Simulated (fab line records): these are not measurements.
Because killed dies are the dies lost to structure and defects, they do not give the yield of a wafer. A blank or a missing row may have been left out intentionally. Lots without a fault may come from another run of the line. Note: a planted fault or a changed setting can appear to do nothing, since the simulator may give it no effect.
Which of the tools did it? -- flow n5_finfet -- 36 wafers from 12 lots sampled at 6 of the route's 1938 steps

WHAT THE GAUGES READ, wafer by wafer
N5_ILD0_THK_MEAS_04.
lot,measured,on,thk_nm (nm)
L075,day 3 18:52,film_metro-02,196.8 198.2 197.4
L077,day 4 06:42,film_metro-01,196.1 197.8 199.3
L079,day 4 20:10,film_metro-02,196.4 197.4 198.7
L081,day 5 08:11,film_metro-02,197.5 197.5 198.1
L083,day 5 18:56,film_metro-01,195.6 197.9 196.8
L085,day 6 08:35,film_metro-02,197.5 196.8 196.8
L087,day 6 19:41,film_metro-02,197.5 199.0 198.4
L089,day 7 11:38,film_metro-01,197.0 197.5 198.8
L091,day 7 22:45,film_metro-01,199.3 200.1 200.4
L093,day 8 06:53,film_metro-01,199.1 198.0 199.6
L095,day 8 21:10,film_metro-02,198.0 198.1 197.9
L097,day 9 09:45,film_metro-01,198.1 197.0 198.2

TOOL THAT RAN EACH LOT (tool first, then ch and the chambers of the sampled wafers, then the start)
lot,N5_SD_EPI_N_ETCH_34,N5_SD_EPI_N_VAPOR_ETCH_50,N5_SD_EPI_P_ETCHBACK_46,N5_SD_ACTIVATION_LSA_01,N5_ILD0_LINER_00
L075,"rie_diel-01 ch 0,1,2, day 3 06:35","epi_rpcvd-03 ch 0, day 3 08:11","rie_diel-05 ch 0,2,3, day 3 12:05","laser_anneal-02 ch 0, day 3 15:38","ald_sin-03 ch 0,1,2, day 3 16:12"
L077,"rie_diel-02 ch 2,3, day 3 18:49","epi_rpcvd-02 ch 0, day 3 20:17","rie_diel-05 ch 0,1,3, day 3 23:38","laser_anneal-02 ch 0, day 4 03:14","ald_sin-03 ch 0,3, day 4 03:55"
L079,"rie_diel-01 ch 2,3, day 4 08:10","epi_rpcvd-03 ch 0, day 4 09:44","rie_diel-03 ch 0,3, day 4 13:23","laser_anneal-02 ch 0, day 4 17:02","ald_sin-01 ch 0,3, day 4 17:31"
L081,"rie_diel-01 ch 0,1, day 4 20:05","epi_rpcvd-03 ch 0, day 4 21:35","rie_diel-05 ch 0,3, day 5 01:23","laser_anneal-02 ch 0, day 5 04:59","ald_sin-02 ch 0,3, day 5 05:31"
L083,"rie_diel-04 ch 0,2, day 5 06:59","epi_rpcvd-02 ch 0, day 5 08:27","rie_diel-05 ch 1,2, day 5 11:58","laser_anneal-02 ch 0, day 5 15:33","ald_sin-02 ch 1,2, day 5 16:17"
L085,"rie_diel-02 ch 1,2,3, day 5 19:38","epi_rpcvd-03 ch 0, day 5 21:07","rie_diel-05 ch 1,2,3, day 6 01:00","laser_anneal-02 ch 0, day 6 05:22","ald_sin-03 ch 0,2,3, day 6 05:56"
L087,"rie_diel-04 ch 0,3, day 6 08:11","epi_rpcvd-02 ch 0, day 6 09:44","rie_diel-03 ch 0,2,3, day 6 12:56","laser_anneal-02 ch 0, day 6 16:31","ald_sin-03 ch 0,2,3, day 6 17:01"
L089,"rie_diel-04 ch 0,2, day 6 23:51","epi_rpcvd-03 ch 0, day 7 01:20","rie_diel-03 ch 1,2, day 7 04:44","laser_anneal-02 ch 0, day 7 08:25","ald_sin-01 ch 1,2,3, day 7 08:59"
L091,"rie_diel-02 ch 1,2,3, day 7 11:07","epi_rpcvd-03 ch 0, day 7 12:41","rie_diel-03 ch 0,1, day 7 15:58","laser_anneal-02 ch 0, day 7 19:35","ald_sin-03 ch 1,2,3, day 7 20:05"
L093,"rie_diel-01 ch 0,2, day 7 19:02","epi_rpcvd-02 ch 0, day 7 20:30","rie_diel-06 ch 2,3, day 7 23:59","laser_anneal-01 ch 0, day 8 03:39","ald_sin-03 ch 1,2,3, day 8 04:14"
L095,"rie_diel-04 ch 0,1, day 8 08:08","epi_rpcvd-02 ch 0, day 8 09:38","rie_diel-05 ch 0,1,2, day 8 12:57","laser_anneal-01 ch 0, day 8 17:29","ald_sin-01 ch 0,1,2, day 8 18:08"
L097,"rie_diel-04 ch 1,3, day 8 20:54","epi_rpcvd-04 ch 0, day 8 22:26","rie_diel-06 ch 0,2,3, day 9 01:46","laser_anneal-01 ch 0, day 9 06:13","ald_sin-03 ch 0,1, day 9 06:43"
- N5_SD_EPI_N_ETCH_34: etches SiARC in CF4, target depth 45.5 nm, time 75.8 s.
- N5_SD_EPI_N_VAPOR_ETCH_50: etches Si in HCl, time 54 s.
- N5_SD_EPI_P_ETCHBACK_46: etches SiNx in CH3F/O2, stops on SiO2, target depth 17.5 nm.
- N5_SD_ACTIVATION_LSA_01: time 0.0008 s.
- N5_ILD0_LINER_00: material SiNx, target thk 4 nm, pulse time 1 s, purge time 2 s.

THE ANSWER, worked out from the rows above alone
Rule: the lots themselves supply what counts as usual. Put in order of their means at a reading, lots are off if they are a third of the lots or fewer, leave a main group of 4 or more, and stand apart from it by a gap of 3 or more times the standard deviation of the main group's means; of several such gaps the widest counts. If all means in a main group match to the digits the tables above print for the reading, that group is not used. A lot without any number at a reading at which 4 lots or more have one is off too. All remaining lots with rows at the step are treated as sound.
Nothing can be told from this: no lot is off at any reading shown.

WHAT HAD BEEN PUT IN BY THE SIMULATOR
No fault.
